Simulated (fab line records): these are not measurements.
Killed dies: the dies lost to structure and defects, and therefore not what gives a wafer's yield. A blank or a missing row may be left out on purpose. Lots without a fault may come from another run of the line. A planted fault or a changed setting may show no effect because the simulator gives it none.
Matching of chambers | flow nandHarc | NHARC_P_M2_DESCUM_14 on rieDiel-06 has 4 sister chambers
The step chemistry O2, time 3 s. 18 wafers are shown with their chamber, then 9 later ones without.

## WAFERS PAIRED WITH THEIR CHAMBERS
wafer  | chamber | drypumpMotorCurrentA (A) | oesProductAu (a.u.) | rfVppV (V)
L076.4 | 0       | 5.6                      | 0.994               | 59.2
L076.5 | 1       | 6.7                      | 1.004               | 58.3
L076.6 | 2       | 5.8                      | 1.006               | 58.6
L077.1 | 2       | 5.8                      | 0.996               | 56.5
L077.5 | 3       | 6.0                      | 1.004               | 58.5
L077.6 | 2       | 5.8                      | 0.996               | 57.2
L080.4 | 0       | 5.6                      | 1.003               | 58.3
L080.5 | 2       | 5.8                      | 0.978               | 56.7
L080.6 | 3       | 6.0                      | 0.994               | 59.5
L083.2 | 1       | 6.7                      | 1.004               | 56.0
L083.3 | 3       | 6.0                      | 1.003               | 58.2
L083.6 | 0       | 5.5                      | 0.996               | 58.5
L087.1 | 2       | 5.8                      | 1.001               | 56.4
L087.5 | 0       | 5.5                      | 0.989               | 56.5
L087.6 | 3       | 6.0                      | 0.988               | 58.1
L086.1 | 1       | 6.7                      | 1.006               | 58.5
L086.3 | 3       | 6.1                      | 0.991               | 57.1
L086.5 | 2       | 5.8                      | 0.987               | 56.9

SIGNATURES, as means of the wafers listed above
reading              | chamber 0 | chamber 1 | chamber 2 | chamber 3 | scatter within a chamber
drypumpMotorCurrentA | 5.550     | 6.700     | 5.800     | 6.020     | 0.0359
oesProductAu         | 0.99550   | 1.00467   | 0.99400   | 0.99600   | 0.00763
rfVppV               | 58.125    | 57.600    | 57.050    | 58.280    | 1
Rule: distance of a wafer from a chamber = root of the sum over the readings of ((wafer's reading minus chamber's mean) / reading's scatter) squared. The wafer belongs to the nearest chamber; if the next one is less than 2 further off, it can't be placed. The scatter: the root of (the sum of the squares of (reading less its chamber's mean) over the shown wafers, divided by (wafers less chambers)).

## WAFERS WHOSE CHAMBER IS MISSING
wafer  | drypumpMotorCurrentA (A) | oesProductAu (a.u.) | rfVppV (V)
L091.1 | 6.0                      | 0.998               | 58.7
L091.4 | 6.7                      | 1.009               | 57.1
L091.5 | 6.0                      | 0.992               | 58.6
L093.2 | 6.7                      | 1.001               | 57.4
L093.4 | 5.5                      | 1.014               | 57.7
L093.6 | 5.6                      | 1.013               | 57.3
L097.2 | 5.8                      | 1.018               | 55.9
L097.3 | 6.7                      | 1.006               | 58.5
L097.5 | 6.0                      | 1.030               | 58.3

## WHICH CHAMBER EACH ONE RAN IN
wafer  | from the rows above | in truth
L091.1 | 3                   | 3
L091.4 | 1                   | 1
L091.5 | 3                   | 3
L093.2 | 1                   | 1
L093.4 | 0                   | 0
L093.6 | 0                   | 0
L097.2 | 2                   | 2
L097.3 | 1                   | 1
L097.5 | 3                   | 3
Correctly placed: 9 of 9. Not placeable from these rows: 0. 0 placed wrongly.
